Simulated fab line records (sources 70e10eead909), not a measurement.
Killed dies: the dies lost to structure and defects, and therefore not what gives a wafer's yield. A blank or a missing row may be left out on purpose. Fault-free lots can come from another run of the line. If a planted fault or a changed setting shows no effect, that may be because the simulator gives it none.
Code-filled problem report in 8D (eight disciplines) form | flow nand_harc | the parts of the form that need people (team, actions taken, sign-off) are left out

## 1. THE PROBLEM
At NHARC_A_WL_FILL_ETCHBACK_17, run_length_s averages 37.1 s over 3 wafers from 2 lots, while fault-free wafers read 48.0 s, standard deviation 0.42. Measured from the usual mean, that is -26 standard deviations.
The step: etches the open film in Cl2/BCl3, target depth 4 nm, time 26.7 s.
First seen on wafer L691.2, day 17 01:10, on rie_metal-02. The record holds 39 wafers of 13 lots with a number at this step. Rule for "out" (also "out of limits"): further than 4 standard deviations from the usual mean. Any other wafer with a number is counted as sound.

## 2. WHAT IT IS, WHAT IT ISN'T
question                    | is                     | is not
which readings at this step | run_length_s           | drypump_motor_current_A, oes_product_au
which lots                  | L691, L695             | L687, L688, L689, L692, L693, L701, L706, L707, L708, L709, L710
which wafers of those lots  | L691.2, L691.4, L695.2 | L691.1, L695.3, L695.6
read on which tools         | rie_metal-02           | rie_metal-01, rie_metal-03
when                        | from day 17 01:10      | up to then (16 sound wafers); but 20 sound wafers of L695, L701, L706, L707, L708, L709, L710 came after

## 3. THE SUSPECTS, EACH WITH WHAT RULES IT OUT
Counting: if a tool at a process step up to the reading ran every lot that is out, it stays a suspect. Sound lots after the first of them don't rule it out here, since some wafers of a struck lot are sound.
- rie_metal-02 at NHARC_A_WL_FILL_ETCHBACK_17 (etches the open film in Cl2/BCl3, target depth 4 nm, time 26.7 s): kept. It ran every lot that is out, first L691 (day 17 01:10); its last sound lot up to then is L689 (day 16 07:50). Out on those wafers are its own readings of run_length_s.
Left after counting: rie_metal-02 at NHARC_A_WL_FILL_ETCHBACK_17.

## 4. THE CAUSE (what the simulator had put in)
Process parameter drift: rie_metal-02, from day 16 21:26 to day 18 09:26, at NHARC_A_WL_FILL_ETCHBACK_17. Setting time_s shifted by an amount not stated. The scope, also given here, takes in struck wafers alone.
Only this tool survived the counting.

## 5. THE CHAIN OF EFFECTS, in route order
Each row: a reading where the mean over the struck wafers with a number is more than 3 standard deviations away from the usual. Only readings for which the record gives a usual standard deviation are gone through. hours: the time from each lot's start at the first step in this table that gives one to its start at this step, as a median over the lots. sigmas: the change in usual standard deviations.
hours | step                        | reading      | usual  | on struck wafers | change | sigmas
0     | NHARC_A_WL_FILL_ETCHBACK_17 | run_length_s | 48.0 s | 37.1             | -10.9  | -26
Process steps it contains:
- NHARC_A_WL_FILL_ETCHBACK_17: etches the open film in Cl2/BCl3, target depth 4 nm, time 26.7 s.
Later measuring or inspecting steps at which every struck wafer that the step has a row for has a number for every such reading, and none has moved that far: NHARC_END_SORT_01.

## 6. WHAT WOULD HAVE CAUGHT IT SOONER
The fault began at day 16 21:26; the first out-of-limits reading in this record came at day 17 01:10, 4 hours later.
